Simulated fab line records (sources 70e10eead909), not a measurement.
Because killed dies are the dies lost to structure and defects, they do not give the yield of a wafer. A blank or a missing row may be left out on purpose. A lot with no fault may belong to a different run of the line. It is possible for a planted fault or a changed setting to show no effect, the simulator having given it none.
Chamber matching | flow nand harc | cmp-04 running NHARC_P_M0_CMP_23: 4 sister chambers
The step polishes, t overpolish 20 s, target thk 117.54 nm. 8 wafers are shown with their chamber, then 7 later ones without.

## EACH WAFER AND ITS CHAMBER
wafer  | chamber | motor current A (A) | time to endpoint s (s)
L079.1 | 0       | 11.5                | 27
L079.4 | 1       | 12.4                | 28
L079.6 | 2       | 11.4                | 32
L080.1 | 3       | 11.7                | 31
L080.2 | 0       | 11.5                | 33
L080.5 | 3       | 11.8                | 32
L090.1 | 2       | 11.1                | 29
L090.4 | 1       | 12.2                | 26

## WAFERS WHOSE CHAMBER IS MISSING
wafer  | motor current A (A) | time to endpoint s (s)
L090.5 | 11.0                | 27
L095.2 | 12.0                | 28
L095.5 | 12.5                | 29
L095.6 | 11.0                | 31
L097.1 | 11.5                | 28
L097.2 | 11.4                | 28
L097.3 | 10.5                | 34

## EACH ONE'S CHAMBER
wafer  | from the rows above          | in truth
L090.5 | can't be placed: 2 or 0      | 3
L095.2 | can't be placed: 1 or 3 or 0 | 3
L095.5 | 1                            | 1
L095.6 | can't be placed: 2 or 0      | 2
L097.1 | can't be placed: 0 or 2 or 3 | 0
L097.2 | can't be placed: 0 or 2 or 3 | 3
L097.3 | can't be placed: 2 or 0      | 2
Correct placement for 1 of the 7. Can't be placed from these rows: 6 (the true chamber is among the candidates in 5). 0 placed wrongly.
How it was worked out, from the rows above alone: a wafer's distance from a chamber is the root of the sum, over the readings, of the square of ((its reading less the chamber's mean) divided by the reading's scatter). The wafer belongs to the nearest chamber; if the next one is less than 2 further off, it can't be placed. Each chamber's mean is taken over the wafers shown for it. The scatter: the root of (the sum of the squares of (reading less its chamber's mean) over the shown wafers, divided by (wafers less chambers)).
